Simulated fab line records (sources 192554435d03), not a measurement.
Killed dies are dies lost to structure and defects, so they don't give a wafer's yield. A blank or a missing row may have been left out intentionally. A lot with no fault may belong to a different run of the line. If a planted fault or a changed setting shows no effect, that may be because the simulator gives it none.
fab line records ; flow n5-finfet
[record] lots = 9; wafers = 27; last-day = 18
route steps=1938 shown BEOL_M4@1069 PASSIVATION@1936
lots with no fault: from the same line, run without faults
start-h: start of the lot's first displayed wafer, in hours after the record's first day ; wait-h: hours from the lot's prior step to this one ; " identical to the entry in the row above ; L1.1+2: one row covering several wafers at once ; - value missing, or start not given ; * or withheld: withheld ; < > ~ a bound
route shown NAME@n: names a module that has steps shown in the file, with the first one's number in the route ; usual: the fault-free wafers' mean and standard deviation ; same: alike in all rows ; chamber/n: place in a boat ; sites: the reading at each site ; _std_site: standard deviation of those values ; _edge_site: inner sites' mean taken away from outer sites' mean ; radius-mm: for every site, how far away it sits from the centre of the wafer ; mask NAME#n: copy n ; behind: the last tool/chamber to shape the wafer ; hold: why the lot went on hold/how many hours it stayed there/how the hold came to an end ; device: names the non-switching transistor (n, p or np) ; end of line: at the end of the route, the tests of the same wafers ; where a step has no rows: the recipe by itself ; killed: the dies lost at the first sort to structure and to defects; this is not the yield of the wafer ; map: dies across one wafer; x = killed, . = not, _ = none there
set.NAME: the setting as run; set.NAME@STEP: as run at that earlier step ; model.NAME: the simulator's own value behind a step, which no gauge read
one table for each step of the route and one row for each wafer, over a sample of lots
services: from which hour (start-h, from the record's first day; less than 0 if before it) a tool's chamber was out of use, for how many hours, and why
[[steps]]
[step N5_BEOL_M4_STRIP_36]
[recipe] chemistry = N2/H2; power-w = 450; temp-c = 40; pressure-mtorr = 20; rf-frequency-hz = 6e+07; overash-fraction = 0.3; bias-power-w = 7; h2-frac = 0.5; n2-flow-sccm = 200; h2-flow-sccm = 200
[usual] drypump-motor-current-A = 5.8/0.48; n2-flow-sccm = 200.1/0.59; oes-product-au = 0.78/0.092; rf-vpp-V = 59.3/1.5; showerhead-plenum-p-Torr = 2.58/0.1; throttle-valve-pct = 23.7/0.31
lot.wafer;tool;chamber;start-h;wait-h;drypump-motor-current-A;n2-flow-sccm;oes-product-au;rf-hours-counter-h;rf-vpp-V;showerhead-plenum-p-Torr;throttle-valve-pct
L353.1;rie-diel-05;3;168.80;0.0;4.8;200.5;0.68;194;60.9;2.64;23.7
L353.3;rie-diel-05;2;168.80;0.0;5.6;199.7;0.92;8;58.8;2.71;23.3
L353.6;rie-diel-05;0;168.80;0.0;5.9;199.4;0.93;-;58.6;2.48;23.4
L356.1;rie-diel-02;0;194.50;0.0;6.4;200.9;0.74;180;57.8;2.52;23.3
L356.4;rie-diel-02;3;194.50;0.0;5.8;199.8;0.67;-;60.5;2.50;23.7
L356.5;rie-diel-02;2;194.50;0.0;5.9;200.9;0.72;-;58.1;2.63;23.6
L359.1;rie-diel-05;2;212.68;0.0;5.6;200.4;0.90;23;60.6;2.71;23.4
L359.2;rie-diel-05;0;212.68;0.0;5.9;201.0;0.89;37;60.3;2.47;23.4
L359.5;rie-diel-05;0;212.68;0.0;5.9;199.7;0.88;-;59.2;2.47;23.4
L367.2;rie-diel-02;0;270.07;0.0;6.4;200.1;0.71;206;58.4;2.51;23.3
L367.3;rie-diel-02;3;270.07;0.0;5.8;200.4;0.94;11;57.6;2.49;23.4
L367.5;rie-diel-02;1;270.07;0.0;6.6;200.8;0.80;-;61.2;2.67;23.4
L369.2;rie-diel-05;2;271.20;0.0;5.6;199.8;0.87;43;58.4;2.70;23.4
L369.4;rie-diel-05;0;271.20;0.0;5.9;199.9;0.87;-;61.5;2.46;23.4
L369.6;rie-diel-05;3;271.20;0.0;4.8;200.6;0.66;-;62.3;2.62;23.7
L372.1;rie-diel-05;1;281.74;0.0;5.2;200.9;0.80;111;57.7;2.56;24.1
L372.3;rie-diel-05;3;281.74;0.0;4.9;200.1;0.68;233;60.5;2.62;23.7
L372.4;rie-diel-05;0;281.74;0.0;5.9;200.4;0.87;62;60.3;2.46;23.4
L373.2;rie-diel-06;0;299.65;0.0;5.8;199.9;0.91;11;57.7;2.49;23.9
L373.3;rie-diel-06;3;299.65;0.0;5.7;199.4;0.81;85;58.1;2.67;23.7
L373.4;rie-diel-06;1;299.65;0.0;5.9;199.9;0.88;47;59.8;2.70;24.3
L374.3;rie-diel-02;1;300.10;0.0;6.6;199.6;0.78;122;58.8;2.66;23.4
L374.4;rie-diel-02;3;300.10;0.0;5.8;199.7;0.92;21;57.8;2.49;23.4
L374.5;rie-diel-02;1;300.10;0.0;6.6;199.3;0.77;-;59.4;2.66;23.4
L375.2;rie-diel-06;2;306.84;0.0;5.1;199.9;0.69;237;57.9;2.40;24.1
L375.3;rie-diel-06;0;306.84;0.0;5.8;200.5;0.91;14;57.8;2.49;23.9
L375.4;rie-diel-06;3;306.84;0.0;5.7;200.2;0.82;88;60.6;2.67;23.6
[step N5_BEOL_M4_PRE_CLEAN_45]
[recipe] gas = H2/He; time-s = 30; temp-c = 250
[usual] heater-power-w = 315/27
lot.wafer;tool;chamber;start-h;wait-h;heater-power-w
L353.1;pvd-sputter-03;-;169.42;0.0;290
L353.3;pvd-sputter-03;-;169.42;0.0;322
L353.6;pvd-sputter-03;-;169.42;0.0;334
L356.1;pvd-sputter-03;-;195.16;0.0;281
L356.4;pvd-sputter-03;-;195.16;0.0;311
L356.5;pvd-sputter-03;-;195.16;0.0;323
L359.1;pvd-sputter-03;-;213.30;0.0;287
L359.2;pvd-sputter-03;-;213.30;0.0;325
L359.5;pvd-sputter-03;-;213.30;0.0;289
L367.2;pvd-sputter-02;-;270.81;0.0;282
L367.3;pvd-sputter-02;-;270.81;0.0;338
L367.5;pvd-sputter-02;-;270.81;0.0;331
L369.2;pvd-sputter-01;-;271.81;0.0;324
L369.4;pvd-sputter-01;-;271.81;0.0;354
L369.6;pvd-sputter-01;-;271.81;0.0;307
L372.1;pvd-sputter-02;-;282.69;0.0;367
L372.3;pvd-sputter-02;-;282.69;0.0;328
L372.4;pvd-sputter-02;-;282.69;0.0;288
L373.2;pvd-sputter-03;-;300.39;0.0;333
L373.3;pvd-sputter-03;-;300.39;0.0;289
L373.4;pvd-sputter-03;-;300.39;0.0;289
L374.3;pvd-sputter-03;-;300.54;0.0;280
L374.4;pvd-sputter-03;-;300.54;0.0;327
L374.5;pvd-sputter-03;-;300.54;0.0;311
L375.2;pvd-sputter-02;-;307.93;0.0;317
L375.3;pvd-sputter-02;-;307.93;0.0;376
L375.4;pvd-sputter-02;-;307.93;0.0;289
[step N5_BEOL_M4_CVD_47]
[recipe] material = Co; target-thk-a = 30; temp-c = withheld; precursor = CCTBA/H2; pressure-torr = 30; time-s = 223.8
[usual] chamber-pressure-Torr = 29.99/0.063; run-length-s = 246.5/0.8
lot.wafer;tool;chamber;start-h;wait-h;chamber-pressure-Torr;run-length-s
L353.1;cvd-co-01;2;169.83;0.0;29.97;246.6
L353.3;cvd-co-01;1;169.83;0.0;29.85;246.5
L353.6;cvd-co-01;1;169.83;0.0;29.88;246.0
L356.1;cvd-co-02;0;195.64;0.1;30.01;247.7
L356.4;cvd-co-02;2;195.64;0.1;29.99;246.5
L356.5;cvd-co-02;1;195.64;0.1;29.95;245.2
L359.1;cvd-co-02;0;213.68;0.0;29.90;247.6
L359.2;cvd-co-02;1;213.68;0.0;29.90;245.6
L359.5;cvd-co-02;0;213.68;0.0;29.90;247.8
L367.2;cvd-co-02;1;271.25;0.1;-;-
L367.3;cvd-co-02;2;271.25;0.1;-;-
L367.5;cvd-co-02;0;271.25;0.1;-;-
L369.2;cvd-co-01;2;272.16;0.0;-;-
L369.4;cvd-co-01;0;272.16;0.0;-;-
L369.6;cvd-co-01;2;272.16;0.0;-;-
L372.1;cvd-co-01;2;283.45;0.1;29.97;246.1
L372.3;cvd-co-01;0;283.45;0.1;30.00;246.4
L372.4;cvd-co-01;0;283.45;0.1;30.01;246.9
L373.2;cvd-co-02;2;300.81;0.1;30.07;246.4
L373.3;cvd-co-02;0;300.81;0.1;30.03;247.6
L373.4;cvd-co-02;1;300.81;0.1;30.07;245.3
L374.3;cvd-co-01;0;301.00;0.1;30.03;246.4
L374.4;cvd-co-01;2;301.00;0.1;29.92;246.1
L374.5;cvd-co-01;0;301.00;0.1;30.06;246.6
L375.2;cvd-co-01;0;308.43;0.0;30.03;246.5
L375.3;cvd-co-01;2;308.43;0.0;29.95;246.4
L375.4;cvd-co-01;0;308.43;0.0;29.98;247.0
[step N5_BEOL_M4_SPUTTER_79]
[recipe] material = Cu; target-thk-a = 45; temp-c = -20; chamber-pressure-pa = 0.07; power-w = withheld; time-s = 8.29
[usual] throttle-valve-pct = 29.6/0.8
lot.wafer;tool;chamber;start-h;wait-h;throttle-valve-pct
L353.1;pvd-sputter-02;-;170.31;0.1;28.5
L353.3;pvd-sputter-02;-;170.31;0.1;28.9
L353.6;pvd-sputter-02;-;170.31;0.1;29.7
L356.1;pvd-sputter-02;-;196.05;0.1;29.7
L356.4;pvd-sputter-02;-;196.05;0.1;28.9
L356.5;pvd-sputter-02;-;196.05;0.1;29.9
L359.1;pvd-sputter-03;-;214.11;0.1;30.6
L359.2;pvd-sputter-03;-;214.11;0.1;29.8
L359.5;pvd-sputter-03;-;214.11;0.1;30.5
L367.2;pvd-sputter-02;-;271.69;0.1;29.6
L367.3;pvd-sputter-02;-;271.69;0.1;28.8
L367.5;pvd-sputter-02;-;271.69;0.1;28.6
L369.2;pvd-sputter-03;-;272.68;0.1;30.1
L369.4;pvd-sputter-03;-;272.68;0.1;29.9
L369.6;pvd-sputter-03;-;272.68;0.1;30.5
L372.1;pvd-sputter-02;-;283.83;0.1;29.0
L372.3;pvd-sputter-02;-;283.83;0.1;29.7
L372.4;pvd-sputter-02;-;283.83;0.1;28.5
L373.2;pvd-sputter-01;-;301.59;0.1;31.2
L373.3;pvd-sputter-01;-;301.59;0.1;29.9
L373.4;pvd-sputter-01;-;301.59;0.1;29.0
L374.3;pvd-sputter-02;-;302.89;0.1;28.9
L374.4;pvd-sputter-02;-;302.89;0.1;28.9
L374.5;pvd-sputter-02;-;302.89;0.1;28.7
L375.2;pvd-sputter-02;-;308.85;0.1;29.1
L375.3;pvd-sputter-02;-;308.85;0.1;29.7
L375.4;pvd-sputter-02;-;308.85;0.1;28.7
[step N5_BEOL_M4_CMP_52]
[recipe] stop-on = SiOC; t-overpolish-s = 6.8; down-force-psi = 1; platen-rpm = 50; clearing-platen-down-force-psi = 1.5; clearing-platen-rpm = 50; post-cmp-clean = cu-alkaline; target-thk-nm = 40; clearing-platen-pad-velocity-m-s = 0.99484; pad-velocity-m-s = 0.99484
[usual] barrier-field-endpoint-s = 24.9/0.63; clearing-platen-rpm = 50.004/0.028; motor-current-A = 6.0/0.39; platen-rpm = 50.00/0.034
lot.wafer;tool;chamber;start-h;wait-h;barrier-field-endpoint-s;clearing-platen-rpm;motor-current-A;platen-rpm
L353.1;cmp-03;1;172.38;0.3;24.9;50.028;6.2;49.96
L353.3;cmp-03;3;172.38;0.3;24.2;49.995;6.6;50.01
L353.6;cmp-03;1;172.38;0.3;24.8;50.064;6.2;50.01
L356.1;cmp-04;0;198.08;0.3;24.1;49.982;5.7;50.01
L356.4;cmp-04;1;198.08;0.3;24.6;49.947;6.1;49.99
L356.5;cmp-04;0;198.08;0.3;25.1;49.996;5.8;50.07
L359.2;cmp-03;1;216.14;0.2;25.5;50.006;5.9;49.97
L359.1;cmp-03;2;216.14;0.2;25.2;49.997;5.8;49.95
L359.5;cmp-03;2;216.14;0.2;25.2;49.978;5.6;50.02
L367.3;cmp-04;1;273.76;0.2;21.0;50.026;6.2;50.00
L367.2;cmp-04;2;273.76;0.2;21.6;49.993;6.1;50.03
L367.5;cmp-04;1;273.76;0.2;22.2;50.018;6.1;50.02
L369.2;cmp-01;2;274.80;0.3;21.3;50.029;5.4;49.96
L369.4;cmp-01;3;274.80;0.3;20.8;50.074;5.8;50.00
L369.6;cmp-01;1;274.80;0.3;21.3;50.020;5.4;49.99
L372.3;cmp-04;2;285.87;0.2;24.7;50.002;6.1;49.95
L372.1;cmp-04;0;285.87;0.2;25.0;50.051;6.1;50.05
L372.4;cmp-04;1;285.87;0.2;25.0;50.049;5.9;50.05
L373.3;cmp-01;3;303.62;0.2;24.3;50.000;5.8;49.99
L373.2;cmp-01;0;303.62;0.2;24.7;50.051;6.5;50.00
L373.4;cmp-01;1;303.62;0.2;24.9;50.018;5.0;50.01
L374.4;cmp-03;2;304.97;0.2;24.2;49.998;5.6;49.99
L374.3;cmp-03;3;304.97;0.2;23.8;49.988;6.6;49.96
L374.5;cmp-03;2;304.97;0.2;25.2;49.974;5.7;50.01
L375.3;cmp-04;2;310.88;0.2;24.3;49.990;6.4;50.01
L375.4;cmp-04;3;310.88;0.2;24.6;49.980;5.9;49.99
L375.2;cmp-04;1;310.88;0.2;25.3;50.003;6.2;50.00
[step N5_BEOL_M4_RC_MEAS_101]
[usual] DIBL_N = 35.9/1.4; DIBL_P = 35.9/1.7; IOFF_N = 0.155/0.023; IOFF_P = 0.201/0.029; ION_N = 672/8.8; ION_P = 460/7; SS_N = 71.6/0.48; SS_P = 73.1/0.64; VT_N = 250.0/3; VT_P = -251.6/3
lot.wafer;tool;chamber;start-h;wait-h;DIBL_N[mV/V];DIBL_P[mV/V];IOFF_N[nA/um];IOFF_P[nA/um];ION_N[uA/um];ION_P[uA/um];SS_N[mV/dec];SS_P[mV/dec];VT_N[mV];VT_P[mV]
L353.1;prober-02;0;172.95;0.0;34.9;33.6;0.130;0.184;652;452;71.9;72.2;256.1;-249.7
L353.3;prober-02;0;172.95;0.0;34.1;33.5;0.120;0.181;660;455;71.0;72.6;254.3;-250.7
L353.6;prober-02;0;172.95;0.0;35.3;35.0;0.145;0.213;664;463;71.7;72.7;251.9;-250.3
L356.1;prober-01;0;198.70;0.0;36.1;36.3;0.168;0.217;675;460;72.0;73.0;247.6;-250.3
L356.4;prober-01;0;198.70;0.0;36.0;36.4;0.163;0.207;676;458;71.1;73.4;250.3;-251.0
L356.5;prober-01;0;198.70;0.0;35.6;36.0;0.172;0.213;673;457;71.3;73.2;248.9;-250.2
L359.1;prober-02;0;216.75;0.0;33.8;33.6;0.126;0.147;669;453;70.9;72.7;251.1;-256.9
L359.2;prober-02;0;216.75;0.0;35.1;34.5;0.141;0.155;669;443;71.8;72.7;251.5;-256.8
L359.5;prober-02;0;216.75;0.0;34.4;34.1;0.131;0.148;665;448;70.8;72.1;252.5;-256.1
L372.1;prober-02;0;286.47;0.0;39.1;39.8;0.211;0.260;682;462;72.3;74.4;243.3;-250.6
L372.3;prober-02;0;286.47;0.0;38.5;39.4;0.195;0.250;685;464;72.4;73.7;248.6;-249.5
L372.4;prober-02;0;286.47;0.0;37.6;38.0;0.187;0.231;686;469;71.8;73.0;243.6;-249.3
L373.2;prober-01;0;304.38;0.2;35.4;36.7;0.188;0.220;688;469;71.3;73.3;243.8;-248.9
L373.3;prober-01;0;304.38;0.2;36.3;38.7;0.205;0.250;680;465;71.7;73.7;244.3;-249.2
L373.4;prober-01;0;304.38;0.2;37.0;39.4;0.231;0.267;676;462;72.3;74.4;243.5;-249.4
L374.3;prober-01;0;306.07;0.6;35.9;35.7;0.155;0.183;679;461;71.4;72.8;248.4;-253.1
L374.4;prober-01;0;306.07;0.6;37.2;35.9;0.157;0.196;670;454;71.7;73.5;250.7;-252.3
L374.5;prober-01;0;306.07;0.6;34.9;34.2;0.132;0.171;666;451;70.5;73.4;252.3;-254.2
L375.2;prober-02;0;311.64;0.2;35.6;34.0;0.141;0.186;649;448;71.7;72.6;255.4;-253.7
L375.3;prober-02;0;311.64;0.2;34.9;34.2;0.131;0.198;668;462;71.1;73.4;250.9;-251.9
L375.4;prober-02;0;311.64;0.2;33.5;32.8;0.113;0.168;654;454;71.0;72.6;256.9;-252.6
[step N5_PASSIVATION_PROBE_49]
[usual] defect-limited-yield = 91.7/1.5; killed_at_M0_to_M3 = 30/8.6; killed_at_M4_up = 12/4.5; killed-at-contacts = 13/5.8; killed-at-front-end = 38/11; killed-at-other = 4/3; killed-dies = 97/17; killed-on-rim = 13/3.6; killed-open = 63/12; killed-short = 32/8.8; sort_bin_5_function = 4.8/0.91; sort_bin_6_memory = 3.1/0.68; sort-n-pass = 1083/17; sort-yield-pct = 91.7/1.5
[same] gross-dies = 1180; killed-at-back-side = 0; sort_bin_4_leakage[%] = 0; sort_bin_8_speed[%] = 0
lot.wafer;tool;chamber;start-h;wait-h;defect-limited-yield[%];killed_at_M0_to_M3;killed_at_M4_up;killed-at-contacts;killed-at-front-end;killed-at-other;killed-dies;killed-on-rim;killed-open;killed-short;sort_bin_5_function[%];sort_bin_6_memory[%];sort-n-pass;sort-yield-pct[%]
L367.2;prober-01;-;378.05;0.1;0;31;1086;19;39;5;1180;152;71;27;89.3;10.3;0;0
L367.3;prober-01;-;378.10;0.1;0;38;1104;10;22;6;1180;152;47;36;90.8;8.8;0;0
L367.5;prober-01;-;378.20;0.2;0;22;1100;15;37;6;1180;152;67;31;88.2;11.6;0;0
L369.2;prober-02;-;385.17;0.1;0;35;1103;8;34;0;1180;152;70;25;88.6;11.1;0;0
L369.4;prober-02;-;385.27;0.2;0;39;1088;8;36;9;1180;152;73;28;90.1;9.7;0;0
L369.6;prober-02;-;385.37;0.3;0;22;1099;4;53;2;1180;152;66;30;88.8;10.8;0;0
// killed by level:class
L367.2 BEOL_M4:area-cvd=846 BEOL_M4:interface-void-opened=234 MOL_CONTACT_COAG:geometric-particle:open=17 STI_FIN_REVEAL:geometric-particle:open=17 BEOL_M1:geometric-particle:open=7 FIN_SAQP:geometric-particle:short=5 DUMMY_GATE:geometric-particle:open=5 BEOL_M3:geometric-particle:open=5
L367.3 BEOL_M4:area-cvd=857 BEOL_M4:interface-void-opened=240 BEOL_M0_SAQP:geometric-particle:open=11 MOL_CONTACT_COAG:geometric-particle:open=9 BEOL_M0_SAQP:geometric-particle:short=7 FIN_SAQP:geometric-particle:short=5 BEOL_M2:geometric-particle:open=5 DUMMY_GATE:geometric-particle:open=4
L367.5 BEOL_M4:area-cvd=827 BEOL_M4:interface-void-opened=254 MOL_CONTACT_COAG:geometric-particle:open=13 BEOL_M4:geometric-particle:open=7 STI_FIN_REVEAL:geometric-particle:open=6 BEOL_M0_SAQP:geometric-particle:short=6 FIN_SAQP:geometric-particle:short=5 FIN_SAQP:geometric-particle:open=5
L369.2 BEOL_M4:area-cvd=830 BEOL_M4:interface-void-opened=255 BEOL_M3:geometric-particle:open=13 BEOL_M4:geometric-particle:open=12 STI_FIN_REVEAL:geometric-particle:open=11 BEOL_M0_SAQP:geometric-particle:open=9 BEOL_M0_SAQP:geometric-particle:short=7 MOL_CONTACT_COAG:geometric-particle:open=7
L369.4 BEOL_M4:area-cvd=833 BEOL_M4:interface-void-opened=245 STI_FIN_REVEAL:geometric-particle:open=11 BEOL_M0_SAQP:geometric-particle:open=8 MOL_CONTACT_COAG:geometric-particle:open=7 BEOL_M2:geometric-particle:open=7 BEOL_M3:geometric-particle:open=7 ILD0:geometric-particle:short=6
L369.6 BEOL_M4:area-cvd=847 BEOL_M4:interface-void-opened=235 FIN_SAQP:geometric-particle:open=21 BEOL_M4:geometric-particle:open=9 FIN_SAQP:geometric-particle:short=8 STI_FIN_REVEAL:geometric-particle:open=7 BEOL_M0_SAQP:geometric-particle:short=5 DUMMY_GATE:geometric-particle:open=4
[[services]]
tool;chamber;start-h;hours;kind
cmp-04;-;151.66;0.4;repair
cmp-03;-;158.87;4.2;repair
cmp-04;-;160.56;1.0;repair
cmp-04;-;163.28;0.5;repair
rie-diel-06;1;170.03;-;clean
rie-diel-06;1;170.03;-;consumable-replace:focus-ring
rie-diel-06;1;170.03;-;consumable-replace:showerhead
rie-diel-06;1;170.03;12.2;scheduled-down
cmp-03;-;196.07;4.0;pm
rie-diel-06;0;200.31;15.8;repair
rie-diel-02;3;221.54;-;clean
rie-diel-02;3;221.54;-;consumable-replace:focus-ring
cvd-co-01;-;228.17;6.0;pm
cmp-01;-;236.01;1.9;repair
cmp-01;-;246.46;1.2;repair
cmp-01;-;250.04;15.5;pm
cmp-03;-;252.05;1.9;repair
cmp-04;-;292.04;4.0;pm
cmp-04;-;296.04;-;consumable-replace:conditioner
cmp-04;-;296.04;-;consumable-replace:pad
cmp-01;-;303.96;3.1;repair
rie-diel-05;0;304.59;5.7;repair
cmp-03;-;308.01;3.7;pm
rie-diel-06;3;310.47;18.0;repair
[[key]]
[first-sign] step = N5_BEOL_M4_CVD_47; reading = tool-record; direction = missing
[effect] step = N5_BEOL_M4_CMP_52; reading = barrier-field-endpoint-s; direction = down; sigmas = 5.6; usual = 24.9; struck = 21.4
[effect] step = N5_PASSIVATION_PROBE_49; reading = killed_at_M4_up; direction = up; sigmas = 99+; usual = 12; struck = 1097
[more-kills-born-at] N5_BEOL_M4_CVD_47@cvd-co-02 = 2530; N5_BEOL_M4_CVD_47@cvd-co-01 = 2509
met-at N5_BEOL_M4_CVD_47
struck-lots L367,L369
later-rows-left-out L367.2,L367.3,L367.5,L369.2,L369.4,L369.6
not-acting-at N5_BEOL_M4_STRIP_36,N5_BEOL_M4_PRE_CLEAN_45,N5_BEOL_M4_SPUTTER_79
onset-between 213.68 271.25
[fault] kind = skipped-step-whole; tool = cvd-co-01,cvd-co-02; chamber = -; onset-h = 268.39; steps = N5_BEOL_M4_CVD_47; scope = struck-lots-only
// later-rows-left-out: the simulator's readings of these wafers behind a module that went badly wrong aren't trusted and aren't shown, but for the sort
